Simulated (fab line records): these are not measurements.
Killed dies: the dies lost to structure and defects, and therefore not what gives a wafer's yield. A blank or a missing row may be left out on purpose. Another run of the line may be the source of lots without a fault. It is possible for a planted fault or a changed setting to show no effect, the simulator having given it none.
Chamber matching | flow n5Finfet | N5_SPACER0_ALD_08 on aldSin-04 has 4 sister chambers
The step deposits SiNx, target thk 2 nm. 4 wafers are shown with their chamber, then 7 later ones without.

EACH WAFER AND ITS CHAMBER
wafer  | chamber | heaterPowerW (W)
L671.4 | 2       | 941
L673.6 | 1       | 826
L676.6 | 0       | 885
L677.4 | 3       | 784

WAFERS WITH NO CHAMBER GIVEN
wafer  | heaterPowerW (W)
L677.5 | 882
L678.1 | 869
L678.4 | 798
L678.5 | 853
L681.1 | 849
L681.3 | 802
L681.6 | 790

CHAMBER TAKEN BY EACH
wafer  | from the rows above     | in truth
L677.5 | 0                       | 0
L678.1 | can't be placed: 0 or 1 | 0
L678.4 | can't be placed: 3 or 1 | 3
L678.5 | can't be placed: 1 or 0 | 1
L681.1 | can't be placed: 1 or 0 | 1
L681.3 | can't be placed: 3 or 1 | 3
L681.6 | can't be placed: 3 or 1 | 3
Correctly placed: 1 of 7. Unplaceable from these rows: 6, with the true chamber sitting among the candidates in 6. 0 placed wrongly.
How it was worked out, from the rows above alone: a wafer's distance from a chamber is the root of the sum, over the readings, of the square of ((its reading less the chamber's mean) divided by the reading's scatter). The wafer belongs to the nearest chamber; if the next one is less than 2 further off, it can't be placed. For every chamber, the mean is computed from those of its wafers that are shown. The scatter: with one shown wafer a chamber, the root of the mean of the squares of how far each hidden wafer lies from its nearest shown one.
